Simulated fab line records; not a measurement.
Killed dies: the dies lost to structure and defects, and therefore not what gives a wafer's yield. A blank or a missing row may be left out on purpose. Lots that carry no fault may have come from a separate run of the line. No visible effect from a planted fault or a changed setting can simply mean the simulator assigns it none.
Comparing a struck lot with a sound one || flow n5_finfet || 38 steps out of a route of 1938
Sound: wafers L328.1, L328.4, L328.6. The struck wafers were L343.1, L343.4. The cause is named last.
Each step with rows lists, per side, the tool, then ch with its chambers, then its first start. Under that, the readings that differ: sound wafers || struck wafers || difference of the means || sigmas: that difference in standard deviations of wafers without a fault.
alike: same words and numbers on both sides, and readings whose means sit less than 2 such deviations apart. not compared: any withheld reading, any reading some wafer has no value for, any bound like >300 that may hide the same value, and any number with overlapping values for which the record gives no deviation.
A row with sigmas, a row that says differs or no value, or rows on one side alone: a step with any of these is where the two part. When numbers do not overlap yet have no deviation, they are printed without sigmas and do not part them. A reading missing from all wafers of one side parts the sides only when that side holds two or more wafers.

first, 9 steps without rows for these wafers: N5_BEOL_M4_ANNEAL_95 (time 240 s); N5_BEOL_M4_SPUTTER_96 (material Cu, target thk 4.5 nm, time 8.29 s); N5_BEOL_M4_ECD_50 (material Cu, target thk 300 nm); N5_BEOL_M4_ANNEAL_51 (time 90 s); N5_BEOL_M4_CMP_52 (polishes, stops on SiOC, t overpolish 6.8 s, target thk 40 nm); N5_BEOL_M4_PRE_CLEAN_60 (time 15 s); N5_BEOL_M4_CO_CAP_55 (material Co, precursor CCTBA/H2, target thk 2 nm, time 102.1 s); N5_BEOL_M4_PRE_CLEAN_56 (time 15 s); N5_BEOL_M4_DEP_57 (deposits SiCN from 3MS/NH3, target thk 8 nm, time 14 s).
N5_BEOL_M4_RC_MEAS_101:
  sound on prober-01 ch 0, day 8 08:08; struck on prober-01 ch 0, day 11 16:34
  alike: DIBL_N, DIBL_P, IOFF_N, IOFF_P, ION_N, ION_P, SS_N, SS_P, VT_N, VT_P
then, 24 steps without rows for these wafers: N5_BEOL_M5_ILD_DEP_00 (deposits SiCOH lowk from DEMS/porogen, target thk 140.64 nm, time 25.9 s); N5_BEOL_M5_CURE_79 (cures SiCOH lowk, time 240 s); N5_BEOL_M5_PECVD_70 (deposits SiO2 from TEOS/O2, target thk 16 nm, time 18 s); N5_BEOL_M5_HM_DEP_02 (deposits TiN, target thk 20 nm); N5_BEOL_M5_COAT_59 (time 60 s, resist thk 60 nm); N5_BEOL_M5_COAT_60 (time 60 s, resist thk 12 nm); N5_BEOL_M5_COAT_71 (time 60 s, resist thk 5 nm); N5_BEOL_M5_COAT_05 (resist thk 30 nm); N5_BEOL_M5_EBR_07; N5_BEOL_M5_SOFTBAKE_06 (time 60 s); N5_BEOL_M5_EXPOSE_08 (exposes mask M5, target cd 28 nm); N5_BEOL_M5_PEB_09 (peb time 60 s); N5_BEOL_M5_DEVELOP_10 (develop time 30 s); N5_BEOL_M5_DESCUM_16 (chemistry O2, time 7 s); N5_BEOL_M5_ETCH_72 (etches underlayer in N2/H2, target depth 6.5 nm, time 5.2 s); N5_BEOL_M5_ETCH_61 (etches SiARC in CF4, target depth 15.6 nm, time 26 s); N5_BEOL_M5_ETCH_62 (etches SOC in N2/H2, target depth 75 nm, overetch 15 nm, time 112.5 s); N5_BEOL_M5_STRIP_63 (strips in N2/H2); N5_BEOL_M5_STRIP_73 (strips in N2/H2); N5_BEOL_M5_STRIP_64 (strips in CF4); N5_BEOL_M5_HM_OPEN_17 (chemistry Cl2/BCl3, target TiN, target depth 20 nm, overetch 6 nm); N5_BEOL_M5_STRIP_19 (strips in O2); N5_BEOL_M5_COAT_65 (time 60 s, resist thk 60 nm); N5_BEOL_M5_COAT_66 (time 60 s, resist thk 12 nm).
-- record jumps: 2 days separate the struck wafers' starts on either side; left off in module BEOL_M5, taken up again in module BEOL_M11, whose first shown step is the route's number 1596 --
N5_BEOL_M11_CMP_52: polishes, stops on SiCOH lowk, t overpolish 7 s, target thk 140 nm.
  sound on cmp-03 ch 1,2,3, day 10 21:08; struck on cmp-03 ch 1,3, day 13 22:20
{"reading": "barrier_field_endpoint_s (s)", "sound": "29.9 29.6 30.3", "struck": "46.9 46.9", "difference": "+17.0", "sigmas": "+24"}
{"reading": "overpolish_run_s (s)", "sound": "6.999 7.009 7.001", "struck": "0.031 0.038", "difference": -6.968, "sigmas": "-99 or more"}
{"reading": "time_to_endpoint_s (s)", "sound": "71.9 67.7 69.7", "struck": "88.4 86.1", "difference": "+17.5", "sigmas": "+7"}
  alike: motor_current_A
N5_BEOL_M11_THK_MEAS_53: measures by xrf.
  struck on film_metro-01, day 13 22:35; sound on film_metro-02, day 10 21:23
{"reading": "M11_THK (nm)", "sound": "138.6 143.8 137.7", "struck": "268.0 257.2", "difference": "+122.6", "sigmas": "+45"}
N5_BEOL_M11_INSPECT_58: inspects for defects (darkfield).
  struck on defect_inspect-02, day 13 22:44; sound on defect_inspect-01, day 10 21:34
{"reading": "raw_defect_count", "sound": "46 78 68", "struck": "1109 1087", "difference": "+1034", "sigmas": "+54"}
N5_PASSIVATION_PROBE_49:
  struck on prober-02, day 15 22:29; sound on prober-01, day 12 09:57
{"reading": "defect_limited_yield (%)", "sound": "87.8 89.7 90.4", "struck": "0 0", "difference": -89, "sigmas": -60}
{"reading": "killed_at_M4_up", "sound": "17 15 13", "struck": "1082 1115", "difference": "+1084", "sigmas": "+99 or more"}
{"reading": "killed_at_front_end", "sound": "56 64 60", "struck": "41 21", "difference": -29, "sigmas": -3}
{"reading": "killed_dies", "sound": "144 122 113", "struck": "1180 1180", "difference": "+1054", "sigmas": "+59"}
{"reading": "killed_on_rim", "sound": "20 17 12", "struck": "152 152", "difference": "+136", "sigmas": "+34"}
{"reading": "sort_n_pass", "sound": "1036 1058 1067", "struck": "0 0", "difference": -1054, "sigmas": -59}
{"reading": "sort_yield_pct (%)", "sound": "87.8 89.7 90.4", "struck": "0 0", "difference": -89, "sigmas": -60}
  alike: killed_at_M0_to_M3, killed_at_contacts, killed_at_other, killed_open, killed_short, sort_bin_5_function, sort_bin_6_memory

== WHERE THEY PART ==
Last at N5_PASSIVATION_PROBE_49 as far as this record goes, first at N5_BEOL_M11_CMP_52.

WHY: what the simulator had put in
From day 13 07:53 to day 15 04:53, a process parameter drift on cmp-03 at N5_BEOL_M11_CMP_52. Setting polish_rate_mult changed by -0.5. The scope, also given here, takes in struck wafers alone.
